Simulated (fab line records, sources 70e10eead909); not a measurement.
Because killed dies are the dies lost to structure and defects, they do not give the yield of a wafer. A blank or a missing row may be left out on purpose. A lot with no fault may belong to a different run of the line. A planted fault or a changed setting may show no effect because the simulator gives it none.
Comparing a struck lot with a sound one | flow nand-harc | 14 out of 1302 route steps
Sound: these wafers, L518.3, L518.5, L518.6. Struck: wafer L516.1. (L516.3 of the same lot was not struck and is left out.) The cause comes at the end.
Each step with rows lists, per side, the tool, then ch with its chambers, then its first start. Under that, the readings that differ: sound wafers | struck wafers | difference of the means | sigmas: that difference in standard deviations of wafers without a fault.
alike: a reading whose means differ by less than 2 such deviations, as well as words and numbers matching on both sides. not compared: withheld readings; readings where some wafer has no value; bounds like >300 that might hide an equal value; numbers whose values overlap and for which the record gives no deviation.
Wherever a step has rows on one side only, a row that says differs or no value, or a row with sigmas, the two part there. Non-overlapping numbers with no deviation appear without sigmas and do not part them. A reading that every wafer of one side lacks parts them only if that side has two wafers or more.

first, 8 steps without rows for these wafers: NHARC_A_ZERO_WELL_HMDS_03 (time 30 s); NHARC_A_ZERO_WELL_COAT_18 (time 65 s); NHARC_A_ZERO_WELL_COAT_04 (resist thk 600 nm); NHARC_A_ZERO_WELL_SOFTBAKE_05 (time 70 s); NHARC_A_ZERO_WELL_EBR_06; NHARC_A_ZERO_WELL_EXPOSE_07 (exposes mask A ZERO); NHARC_A_ZERO_WELL_PEB_08 (peb time 80 s); NHARC_A_ZERO_WELL_DEVELOP_09 (time 50 s).
NHARC_A_ZERO_WELL_CD_MEAS_10 targets a cd of 2000 nm.
  sound on cd-sem-02 ch 0, day 12 17:45; struck on cd-sem-03 ch 0, day 12 00:49
  alike: cd-nm
then, 1 step without rows for these wafers: NHARC_A_ZERO_WELL_HARDBAKE_11 (time 65 s).
NHARC_A_ZERO_WELL_DESCUM_12: chemistry O2, time 3 s.
  sound on rie-diel-12 ch 0,1,2, day 12 17:55; struck on rie-diel-12 ch 0, day 12 00:58
  alike: drypump-motor-current-A, mfc-ar-sccm, oes-product-au, rf-vpp-V, showerhead-plenum-p-Torr, throttle-valve-pct
  not compared: rf-hours-counter-h
NHARC_A_ZERO_WELL_ETCH_19: etches the open film in N2/H2, target depth 80 nm, overetch 24 nm, time 87.88 s.
  sound on rie-diel-12 ch 0,2,3, day 12 18:00; struck on rie-diel-12 ch 0, day 12 01:04
  alike: drypump-motor-current-A, mfc-ar-sccm, n2-flow-sccm, oes-product-au, rf-vpp-V, showerhead-plenum-p-Torr, throttle-valve-pct
  not compared: rf-hours-counter-h
NHARC_A_ZERO_WELL_ETCH_13: etches the open film in HBr/Cl2, target depth 120 nm, time 40.1 s.
  sound on rie-si-03 ch 0,3, day 12 18:06; struck on rie-si-06 ch 0, day 12 01:10
  reading               | sound             | struck | difference | sigmas
  hbr-flow-sccm (sccm)  | 149.6 150.0 150.1 | 150.9  | +1.0       | +2
  oes-product-au (a.u.) | 0.988 0.999 0.993 | 0.911  | -0.082     | -8
  alike: drypump-motor-current-A, throttle-valve-pct
  not compared: rf-hours-counter-h
then, 1 step without rows for these wafers: NHARC_A_ZERO_WELL_STRIP_14 (strips in SPM, time 900 s).

## WHERE THEY PART
Within this record, at NHARC_A_ZERO_WELL_ETCH_13 only.

WHY: what had been put in by the simulator
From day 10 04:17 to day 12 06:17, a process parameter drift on rie-si-06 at NHARC_A_ZERO_WELL_ETCH_13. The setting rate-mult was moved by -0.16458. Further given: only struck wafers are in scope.
